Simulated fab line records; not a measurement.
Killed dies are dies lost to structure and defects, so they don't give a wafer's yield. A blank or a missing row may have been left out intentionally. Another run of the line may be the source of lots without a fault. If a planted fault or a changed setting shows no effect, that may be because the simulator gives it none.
Chamber matching    flow n5-finfet    N5_FIN_SAQP_DESCUM_21 on rie-diel-05: 4 sister chambers
The step chemistry O2, time 7.9 s. 8 wafers are shown with their chamber, then 8 later ones without.

== WAFERS, EACH WITH ITS CHAMBER ==
wafer   chamber  showerhead-plenum-p-Torr (Torr)  throttle-valve-pct (%)
L076.5  3        2.07                             20.54
L078.1  2        2.12                             20.39
L080.1  0        2.14                             20.18
L080.6  1        2.14                             20.14
L081.2  0        2.14                             20.18
L081.3  1        2.14                             20.14
L081.5  3        2.07                             20.53
L082.4  2        2.11                             20.42

== WAFERS WITHOUT THEIR CHAMBER ==
wafer   showerhead-plenum-p-Torr (Torr)  throttle-valve-pct (%)
L082.5  2.11                             20.41
L082.6  2.14                             20.13
L086.2  2.11                             20.42
L086.3  2.13                             20.15
L086.4  2.06                             20.58
L090.2  2.13                             20.22
L090.3  2.11                             20.43
L090.4  2.06                             20.59

== WHICH CHAMBER EACH WENT THROUGH ==
wafer   from the rows above      in truth
L082.5  2                        2
L082.6  1                        1
L086.2  2                        2
L086.3  can't be placed: 1 or 0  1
L086.4  3                        3
L090.2  0                        0
L090.3  2                        2
L090.4  3                        3
7 of 8 placed correctly. Not placeable from these rows: 1 (in 1, the candidates include the true chamber). Wrongly placed: 0.
How it was worked out, from the rows above alone: a wafer's distance from a chamber is the root of the sum, over the readings, of the square of ((its reading less the chamber's mean) divided by the reading's scatter). If the next closest chamber is less than 2 further off than the closest, the wafer can't be placed; otherwise it belongs to the closest. For every chamber, the mean is computed from those of its wafers that are shown. The scatter is the square root of a quotient: the sum, over the shown wafers, of each reading's squared deviation from its chamber's mean, divided by wafers minus chambers.
